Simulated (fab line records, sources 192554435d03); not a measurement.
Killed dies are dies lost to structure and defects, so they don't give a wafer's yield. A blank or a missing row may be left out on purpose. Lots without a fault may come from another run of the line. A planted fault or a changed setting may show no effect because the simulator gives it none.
Chamber matching | flow n5_finfet | N5_FIN_CUT_STRIP_24 on rie_diel-03: 4 sister chambers
The step strips in CF4. 8 wafers are shown with their chamber, then 7 later ones without.

WAFERS WITH THEIR CHAMBER
wafer  | chamber | drypump_motor_current_A (A) | showerhead_plenum_p_Torr (Torr)
L081.3 | 3       | 6.6                         | 1.75
L081.5 | 2       | 5.3                         | 1.84
L081.6 | 1       | 5.9                         | 1.79
L086.3 | 2       | 5.2                         | 1.84
L086.4 | 0       | 5.5                         | 1.85
L086.5 | 3       | 6.6                         | 1.75
L091.2 | 0       | 5.6                         | 1.85
L091.3 | 1       | 5.9                         | 1.78

WAFERS WITHOUT THEIR CHAMBER
wafer  | drypump_motor_current_A (A) | showerhead_plenum_p_Torr (Torr)
L091.6 | 5.9                         | 1.78
L092.3 | 5.2                         | 1.83
L092.5 | 5.3                         | 1.83
L092.6 | 6.6                         | 1.74
L093.1 | 5.9                         | 1.78
L093.3 | 5.5                         | 1.85
L093.5 | 5.2                         | 1.83

WHICH CHAMBER EACH WENT THROUGH
wafer  | from the rows above | in truth
L091.6 | 1                   | 1
L092.3 | 2                   | 2
L092.5 | 2                   | 2
L092.6 | 3                   | 3
L093.1 | 1                   | 1
L093.3 | 0                   | 0
L093.5 | 2                   | 2
Placed correctly: 7 of 7. Can't be placed from these rows: 0. Placed wrongly: 0.
How it was worked out, from the rows above alone: a wafer's distance from a chamber is the root of the sum, over the readings, of the square of ((its reading less the chamber's mean) divided by the reading's scatter). The wafer belongs to the nearest chamber; if the next one is less than 2 further off, it can't be placed. A chamber's mean is the mean of its shown wafers. The scatter: the root of (the sum of the squares of (reading less its chamber's mean) over the shown wafers, divided by (wafers less chambers)).
